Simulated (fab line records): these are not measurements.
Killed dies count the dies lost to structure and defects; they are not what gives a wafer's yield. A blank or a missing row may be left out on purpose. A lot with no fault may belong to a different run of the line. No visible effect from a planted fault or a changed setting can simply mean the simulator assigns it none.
Chamber matching	flow nand_harc	3 sister chambers for NHARC_P_M2_PRE_CLEAN_32 on pecvd-02
The step time 12 s. 6 wafers are shown with their chamber, then 10 later ones without.

EACH WAFER AND ITS CHAMBER
wafer	chamber	heater_power_w (W)
L083.6	0	530
L087.1	0	637
L092.3	1	629
L092.4	2	570
L095.1	1	625
L095.2	2	593

WAFERS WITH NO CHAMBER GIVEN
wafer	heater_power_w (W)
L095.5	623
L094.1	593
L094.3	604
L094.6	645
L096.1	537
L096.2	553
L096.5	553
L097.2	630
L097.3	505
L097.4	590

WHICH CHAMBER EACH WENT THROUGH
wafer	from the rows above	in truth
L095.5	can't be placed: 1 or 0 or 2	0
L094.1	can't be placed: 0 or 2 or 1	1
L094.3	can't be placed: 0 or 2 or 1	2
L094.6	can't be placed: 1 or 0 or 2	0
L096.1	can't be placed: 2 or 0 or 1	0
L096.2	can't be placed: 2 or 0 or 1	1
L096.5	can't be placed: 2 or 0 or 1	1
L097.2	can't be placed: 1 or 0 or 2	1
L097.3	can't be placed: 2 or 0 or 1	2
L097.4	can't be placed: 0 or 2 or 1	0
Correct placement for 0 of the 10. Can't be placed from these rows: 10 (the true chamber is among the candidates in 10). Wrongly placed: 0.
How it was worked out, from the rows above alone: a wafer's distance from a chamber is the root of the sum, over the readings, of the square of ((its reading less the chamber's mean) divided by the reading's scatter). The wafer belongs to the nearest chamber; if the next one is less than 2 further off, it can't be placed. The mean given for a chamber averages the wafers shown for that chamber. The scatter is the square root of a quotient: the sum, over the shown wafers, of each reading's squared deviation from its chamber's mean, divided by wafers minus chambers.
